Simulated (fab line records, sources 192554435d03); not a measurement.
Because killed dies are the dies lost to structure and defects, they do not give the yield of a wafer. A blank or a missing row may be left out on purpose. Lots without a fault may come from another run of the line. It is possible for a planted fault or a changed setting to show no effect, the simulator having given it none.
Which tool was responsible? + flow n5Finfet + 18 wafers from 6 lots sampled at 4 of the route's 1938 steps

WHAT THE GAUGES SHOWED, per wafer
N5_BEOL_M7_THK_MEAS_53: measures by xrf.
| lot  | measured     | on           | M7_THK (nm)    |
|------|--------------|--------------|----------------|
| L472 | day 11 17:19 | filmMetro-02 | 79.7 79.8 79.5 |
| L474 | day 11 21:35 | filmMetro-02 | 79.4 79.3 79.6 |
| L479 | day 13 16:59 | filmMetro-02 | 83.2 83.4 83.6 |
| L485 | day 14 17:02 | filmMetro-01 | 81.3 83.2 83.6 |
| L488 | day 15 12:11 | filmMetro-01 | 79.9 83.7 80.5 |
| L490 | day 16 12:08 | filmMetro-01 | 84.8 81.5 82.4 |

WHAT TOOL EACH LOT RAN ON (gives the tool, then ch and the chambers of the sampled wafers, and finally the start)
| lot  | N5_BEOL_M7_SURFACE_TREAT_79 | N5_BEOL_M7_ECD_50             | N5_BEOL_M7_CMP_52             |
|------|-----------------------------|-------------------------------|-------------------------------|
| L472 | pvdSputter-02, day 11 15:42 | ecdCu-01 ch 0,1, day 11 16:11 | cmp-04 ch 0,2, day 11 17:04   |
| L474 | pvdSputter-03, day 11 20:12 | ecdCu-01 ch 0,1, day 11 20:54 | cmp-04 ch 2,3, day 11 21:17   |
| L479 | pvdSputter-01, day 13 15:50 | ecdCu-02 ch 0,1, day 13 16:15 | cmp-02 ch 0,1,3, day 13 16:44 |
| L485 | pvdSputter-02, day 14 15:34 | ecdCu-02 ch 0,1, day 14 15:53 | cmp-01 ch 0,1,2, day 14 16:45 |
| L488 | pvdSputter-03, day 15 10:11 | ecdCu-01 ch 0,1, day 15 11:17 | cmp-02 ch 0,1,2, day 15 11:55 |
| L490 | pvdSputter-01, day 16 11:04 | ecdCu-01 ch 0,1, day 16 11:27 | cmp-01 ch 0,1,2, day 16 11:53 |
- N5_BEOL_M7_SURFACE_TREAT_79
- N5_BEOL_M7_ECD_50: material Cu, target thk 300 nm.
- N5_BEOL_M7_CMP_52: polishes, stops on SiCOH lowk, t overpolish 6.9 s, target thk 80 nm.

THE ANSWER, worked out from the rows above alone
Rule: what is usual is taken from the lots themselves. The widest of any qualifying gaps counts: lots, ordered by their means at a reading, are off when they make up no more than a third of the lots, leave a main group of 4 or more, and stand apart from it by 3 or more times the standard deviation of that group's means. The tables above print the reading to a certain number of digits; a main group whose means all agree to those digits is not used. Also off: a lot with no number at a reading for which 4 or more lots have one. Where the step has rows for the other lots, those lots are counted as sound.
None of the lots is off at any reading shown; this tells nothing.

WHAT WAS PUT IN BY THE SIMULATOR
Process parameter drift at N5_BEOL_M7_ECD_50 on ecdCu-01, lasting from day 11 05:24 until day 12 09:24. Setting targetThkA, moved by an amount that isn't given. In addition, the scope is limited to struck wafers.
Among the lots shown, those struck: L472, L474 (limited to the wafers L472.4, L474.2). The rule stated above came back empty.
